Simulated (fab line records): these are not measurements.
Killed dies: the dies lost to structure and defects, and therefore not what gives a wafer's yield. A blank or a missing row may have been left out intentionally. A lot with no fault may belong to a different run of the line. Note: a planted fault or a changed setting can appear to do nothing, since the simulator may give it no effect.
Which tool did it? | flow n5-finfet | 24 lots with 72 wafers sampled at 5 steps, on a route of 1938 steps

== WHAT EACH GAUGE READ, for each wafer ==
N5_BEOL_M8_CD_MEAS_18: pitch 80 nm, target cd 40 nm.
lot  | measured     | on        | cd-nm (nm)
L074 | day 10 21:12 | cd-sem-03 | 40.0 40.3 39.8
L076 | day 10 22:44 | cd-sem-01 | 40.1 39.6 40.1
L075 | day 11 01:24 | cd-sem-02 | 40.1 40.7 39.9
L079 | day 11 04:08 | cd-sem-02 | 40.3 40.2 40.1
L081 | day 11 08:44 | cd-sem-02 | 38.9 40.0 39.7
L077 | day 11 11:16 | cd-sem-03 | 39.5 39.4 40.6
L082 | day 11 11:27 | cd-sem-01 | 40.3 39.6 39.8
L080 | day 11 19:23 | cd-sem-01 | 40.4 40.1 39.4
L078 | day 12 16:11 | cd-sem-02 | 40.1 39.9 40.1
L083 | day 12 20:01 | cd-sem-03 | 39.9 40.4 39.9
L084 | day 12 21:10 | cd-sem-02 | 39.9 40.2 40.1
L085 | day 12 22:22 | cd-sem-01 | 39.5 40.7 38.7
L086 | day 13 02:05 | cd-sem-03 | 39.9 40.1 39.9
L087 | day 14 02:28 | cd-sem-02 | 40.0 40.2 40.1
L089 | day 14 02:01 | cd-sem-02 | 39.8 39.8 40.3
L088 | day 14 02:49 | cd-sem-02 | 40.6 40.0 41.1
L090 | day 14 05:32 | cd-sem-01 | 40.0 39.3 39.0
L091 | day 14 17:28 | cd-sem-03 | 40.3 39.5 39.7
L092 | day 14 20:51 | cd-sem-03 | 40.5 40.6 39.9
L093 | day 15 01:29 | cd-sem-01 | 41.2 40.1 40.1
L094 | day 15 04:32 | cd-sem-03 | 40.2 39.5 40.7
L095 | day 15 08:41 | cd-sem-02 | 40.6 40.1 40.3
L097 | day 15 23:58 | cd-sem-01 | 40.1 40.7 39.9
L096 | day 16 00:40 | cd-sem-03 | 39.8 39.6 38.9

N5_BEOL_M8_OVL_MEAS_29.
lot  | measured     | on         | V7_OVL (nm)
L074 | day 10 22:32 | overlay-01 | 0.1 0.0 -0.3
L076 | day 10 23:07 | overlay-02 | 1.9 0.8 1.3
L075 | day 11 01:49 | overlay-01 | 0.1 0.5 0.4
L079 | day 11 04:36 | overlay-02 | 0.9 1.0 0.9
L081 | day 11 09:34 | overlay-01 | 0.3 -0.7 0.5
L077 | day 11 12:26 | overlay-02 | -2.0 -1.5 -0.6
L082 | day 11 12:16 | overlay-01 | 0.3 -1.0 -0.1
L080 | day 11 19:56 | overlay-02 | 0.1 0.5 0.4
L078 | day 12 17:43 | overlay-02 | 0.8 -0.3 0.4
L083 | day 12 20:34 | overlay-01 | 0.5 -0.2 0.8
L084 | day 13 00:34 | overlay-01 | 0.8 1.3 1.3
L085 | day 13 00:36 | overlay-01 | 0.5 -0.1 0.9
L086 | day 13 03:12 | overlay-02 | -0.6 -0.4 -0.4
L087 | day 14 03:31 | overlay-01 | -0.2 0.6 -0.5
L089 | day 14 03:17 | overlay-02 | 0.6 0.4 0.9
L088 | day 14 03:28 | overlay-02 | 1.8 1.2 0.6
L090 | day 14 06:01 | overlay-01 | -0.5 0.3 0.4
L091 | day 14 19:11 | overlay-02 | -1.1 0.4 -0.3
L092 | day 14 23:12 | overlay-01 | -2.2 -1.3 -0.6
L093 | day 15 02:47 | overlay-01 | 0.1 -1.8 0.3
L094 | day 15 06:07 | overlay-02 | -0.1 -0.1 -0.8
L095 | day 15 11:01 | overlay-01 | 0.6 -0.4 0.3
L097 | day 16 02:22 | overlay-01 | 0.5 1.0 1.6
L096 | day 16 02:10 | overlay-02 | 0.7 0.0 -0.1

== TOOL THAT RAN EACH LOT (tool first, then ch and the chambers of the sampled wafers, then the start) ==
lot  | N5_BEOL_M6_CMP_52             | N5_BEOL_M7_DESCUM_33               | N5_BEOL_M7_PRE_CLEAN_45
L074 | cmp-01 ch 0,1,3, day 10 08:26 | rie-diel-04 ch 1,2, day 10 13:13   | pvd-sputter-03, day 10 14:30
L076 | cmp-02 ch 1,2,3, day 10 11:08 | rie-diel-04 ch 0,2, day 10 15:46   | pvd-sputter-01, day 10 16:56
L075 | cmp-04 ch 2,3, day 10 12:09   | rie-diel-04 ch 0,1,2, day 10 16:26 | pvd-sputter-02, day 10 19:50
L079 | cmp-01 ch 2,3, day 10 15:15   | rie-diel-04 ch 0,1,3, day 10 19:31 | pvd-sputter-02, day 10 20:32
L081 | cmp-04 ch 0,3, day 10 20:25   | rie-diel-02 ch 0,3, day 11 01:02   | pvd-sputter-03, day 11 04:22
L077 | cmp-01 ch 2,3, day 10 22:02   | rie-diel-05 ch 0,2,3, day 11 01:26 | pvd-sputter-03, day 11 04:27
L082 | cmp-04 ch 2,3, day 11 00:32   | rie-diel-04 ch 0,1,3, day 11 04:17 | pvd-sputter-03, day 11 05:16
L080 | cmp-02 ch 0,2, day 11 04:36   | rie-diel-05 ch 0,2,3, day 11 10:04 | pvd-sputter-02, day 11 12:59
L078 | cmp-02 ch 0,2, day 12 04:40   | rie-diel-04 ch 0,1, day 12 10:18   | pvd-sputter-03, day 12 11:37
L083 | cmp-04 ch 1,2, day 12 06:53   | rie-diel-04 ch 0,2,3, day 12 14:07 | pvd-sputter-02, day 12 15:27
L084 | cmp-02 ch 0,3, day 12 07:23   | rie-diel-05 ch 0,1,2, day 12 14:25 | pvd-sputter-02, day 12 15:37
L085 | cmp-02 ch 2,3, day 12 10:31   | rie-diel-02 ch 0,2, day 12 14:31   | pvd-sputter-01, day 12 15:46
L086 | cmp-02 ch 1,2, day 12 13:20   | rie-diel-02 ch 1,2, day 12 17:44   | pvd-sputter-01, day 12 18:56
L087 | cmp-04 ch 0,2, day 13 13:23   | rie-diel-05 ch 0,3, day 13 20:34   | pvd-sputter-03, day 13 21:58
L089 | cmp-01 ch 0,2, day 13 13:31   | rie-diel-04 ch 0,1,2, day 13 20:06 | pvd-sputter-03, day 13 21:38
L088 | cmp-04 ch 1,2,3, day 13 14:12 | rie-diel-02 ch 0,2,3, day 13 20:38 | pvd-sputter-03, day 13 22:05
L090 | cmp-02 ch 1,2,3, day 13 17:07 | rie-diel-05 ch 2,3, day 13 22:12   | pvd-sputter-03, day 13 23:33
L091 | cmp-04 ch 2,3, day 14 06:02   | rie-diel-02 ch 1,2,3, day 14 10:26 | pvd-sputter-01, day 14 11:43
L092 | cmp-02 ch 0,2,3, day 14 08:53 | rie-diel-04 ch 1,3, day 14 14:16   | pvd-sputter-01, day 14 15:50
L093 | cmp-02 ch 0,2, day 14 14:28   | rie-diel-02 ch 0,2, day 14 19:31   | pvd-sputter-01, day 14 20:37
L094 | cmp-04 ch 0,1,2, day 14 15:14 | rie-diel-02 ch 1,2,3, day 14 20:55 | pvd-sputter-02, day 14 22:57
L095 | cmp-02 ch 0,2,3, day 14 16:15 | rie-diel-04 ch 2,3, day 14 23:40   | pvd-sputter-03, day 15 00:56
L097 | cmp-04 ch 2,3, day 15 08:34   | rie-diel-04 ch 0,1, day 15 14:34   | pvd-sputter-02, day 15 17:16
L096 | cmp-02 ch 0,1,3, day 15 09:16 | rie-diel-05 ch 2,3, day 15 14:36   | pvd-sputter-02, day 15 17:20
- N5_BEOL_M6_CMP_52: polishes, stops on SiCOH lowk, t overpolish 6.9 s, target thk 80 nm.
- N5_BEOL_M7_DESCUM_33: chemistry O2, time 7 s.
- N5_BEOL_M7_PRE_CLEAN_45: time 30 s.

== WHAT THE TOOLS THEMSELVES READ (means of the sampled wafers that have a number; where no wafer has one, the mark that the record gives instead) ==
N5_BEOL_M6_CMP_52.
lot  | tool   | barrier-field-endpoint-s (s) | motor-current-A (A) | overpolish-run-s (s) | slurry-flow-ml-min | time-to-endpoint-s (s)
L074 | cmp-01 | 28.4                         | 6.1                 | 6.908                | 150.1              | 58.1
L076 | cmp-02 | 28.6                         | 6.0                 | 6.902                | 149.8              | 61.2
L075 | cmp-04 | 30.2                         | 6.4                 | 6.910                | 150.3              | 67.0
L079 | cmp-01 | 27.7                         | 5.6                 | 6.906                | 149.6              | 59.0
L081 | cmp-04 | 29.1                         | 6.4                 | 6.902                | 150.0              | 64.0
L077 | cmp-01 | 29.4                         | 5.5                 | 6.897                | 149.9              | 63.1
L082 | cmp-04 | 29.5                         | 6.1                 | 6.891                | 150.2              | 63.4
L080 | cmp-02 | 28.4                         | 6.2                 | 6.903                | 150.6              | 60.0
L078 | cmp-02 | 29.1                         | 6.2                 | 6.905                | 149.8              | 62.4
L083 | cmp-04 | 29.1                         | 5.6                 | 6.888                | 150.3              | 59.1
L084 | cmp-02 | 28.8                         | 6.0                 | 6.898                | 149.6              | 61.9
L085 | cmp-02 | 29.1                         | 6.2                 | 6.900                | 149.6              | 64.5
L086 | cmp-02 | 28.7                         | 6.2                 | 6.900                | 149.9              | 61.0
L087 | cmp-04 | 29.2                         | 5.2                 | 6.910                | 150.3              | 65.0
L089 | cmp-01 | 28.8                         | 5.9                 | 6.893                | 150.2              | 61.2
L088 | cmp-04 | 29.0                         | 6.0                 | 6.905                | 150.2              | 67.0
L090 | cmp-02 | 29.2                         | 6.1                 | 6.895                | 150.0              | 64.6
L091 | cmp-04 | 29.3                         | 5.9                 | 6.902                | 150.1              | 64.4
L092 | cmp-02 | 29.1                         | 6.4                 | 6.904                | 149.9              | 61.2
L093 | cmp-02 | 29.1                         | 6.1                 | 6.909                | 150.3              | 61.9
L094 | cmp-04 | 28.5                         | 5.4                 | 6.902                | 149.9              | 62.9
L095 | cmp-02 | 28.9                         | 6.3                 | 6.905                | 149.9              | 62.7
L097 | cmp-04 | 29.2                         | 6.2                 | 6.899                | 150.2              | 67.1
L096 | cmp-02 | 29.0                         | 6.1                 | 6.897                | 150.0              | 61.2

N5_BEOL_M7_DESCUM_33.
lot  | tool        | drypump-motor-current-A (A) | oes-product-au (a.u.) | rf-fwd-power-W (W) | rf-vpp-V (V) | showerhead-plenum-p-Torr (Torr) | throttle-valve-pct (%)
L074 | rie-diel-04 | 5.81                        | 0.88                  | 49.28              | 242.8        | 2.08                            | 20.06
L076 | rie-diel-04 | 5.70                        | 0.79                  | 49.58              | 242.9        | 2.07                            | 20.57
L075 | rie-diel-04 | 5.78                        | 0.80                  | 49.37              | 243.2        | 2.09                            | 20.36
L079 | rie-diel-04 | 5.70                        | 0.72                  | 49.34              | 243.1        | 2.07                            | 20.64
L081 | rie-diel-02 | 5.41                        | 0.85                  | 49.57              | 241.9        | 2.02                            | 20.45
L077 | rie-diel-05 | 5.85                        | 0.79                  | 49.32              | 243.5        | 2.12                            | 20.28
L082 | rie-diel-04 | 5.71                        | 0.71                  | 49.31              | 243.1        | 2.07                            | 20.64
L080 | rie-diel-05 | 5.84                        | 0.79                  | 49.41              | 242.9        | 2.12                            | 20.28
L078 | rie-diel-04 | 5.84                        | 0.71                  | 49.44              | 243.1        | 2.12                            | 20.46
L083 | rie-diel-04 | 5.66                        | 0.77                  | 49.23              | 242.8        | 2.03                            | 20.55
L084 | rie-diel-05 | 5.44                        | 0.75                  | 49.46              | 244.2        | 2.09                            | 20.25
L085 | rie-diel-02 | 5.52                        | 0.84                  | 49.50              | 243.9        | 2.08                            | 20.20
L086 | rie-diel-02 | 5.69                        | 0.91                  | 49.29              | 244.1        | 2.14                            | 20.04
L087 | rie-diel-05 | 5.99                        | 0.82                  | 49.42              | 244.6        | 2.16                            | 20.38
L089 | rie-diel-04 | 5.78                        | 0.77                  | 49.42              | 244.0        | 2.08                            | 20.40
L088 | rie-diel-02 | 5.48                        | 0.82                  | 49.46              | 243.0        | 2.05                            | 20.34
L090 | rie-diel-05 | 6.17                        | 0.83                  | 49.22              | 244.5        | 2.16                            | 20.37
L091 | rie-diel-02 | 5.66                        | 0.89                  | 49.48              | 243.3        | 2.10                            | 20.20
L092 | rie-diel-04 | 5.77                        | 0.80                  | 48.96              | 244.6        | 2.17                            | 20.37
L093 | rie-diel-02 | 5.54                        | 0.81                  | 49.44              | 243.0        | 2.07                            | 20.24
L094 | rie-diel-02 | 5.68                        | 0.87                  | 49.10              | 243.2        | 2.10                            | 20.20
L095 | rie-diel-04 | 5.59                        | 0.94                  | 48.92              | 245.0        | 2.17                            | 20.38
L097 | rie-diel-04 | 5.86                        | 0.69                  | 49.32              | 243.6        | 2.11                            | 20.51
L096 | rie-diel-05 | 6.04                        | 0.75                  | 49.43              | 244.4        | 2.12                            | 20.32

N5_BEOL_M7_PRE_CLEAN_45.
lot  | tool           | heater-power-w (W)
L074 | pvd-sputter-03 | 344
L076 | pvd-sputter-01 | 297
L075 | pvd-sputter-02 | 324
L079 | pvd-sputter-02 | 333
L081 | pvd-sputter-03 | 364
L077 | pvd-sputter-03 | 352
L082 | pvd-sputter-03 | 343
L080 | pvd-sputter-02 | 322
L078 | pvd-sputter-03 | 336
L083 | pvd-sputter-02 | 318
L084 | pvd-sputter-02 | 332
L085 | pvd-sputter-01 | 342
L086 | pvd-sputter-01 | 303
L087 | pvd-sputter-03 | 357
L089 | pvd-sputter-03 | 331
L088 | pvd-sputter-03 | 356
L090 | pvd-sputter-03 | 345
L091 | pvd-sputter-01 | 349
L092 | pvd-sputter-01 | 302
L093 | pvd-sputter-01 | 294
L094 | pvd-sputter-02 | 321
L095 | pvd-sputter-03 | 351
L097 | pvd-sputter-02 | 316
L096 | pvd-sputter-02 | 339

== THE ANSWER, worked out from the rows above alone ==
Rule: the lots themselves supply what counts as usual. The widest of any qualifying gaps counts: lots, ordered by their means at a reading, are off when they make up no more than a third of the lots, leave a main group of 4 or more, and stand apart from it by 3 or more times the standard deviation of that group's means. A main group is skipped when, at the precision printed for the reading in the tables above, its means are all equal. Also off: a lot with no number at a reading for which 4 or more lots have one. Where the step has rows for the other lots, those lots are counted as sound. After the gauges, taken in route order, come the tools' own readings; for these a lot's mean is taken, as printed above. The first step at which some lot is off is used, and at that step the reading that is off furthest; a lot without a number counts as furthest.
No lot is off at any reading shown: from this, nothing can be told.

== WHAT WAS PUT IN BY THE SIMULATOR ==
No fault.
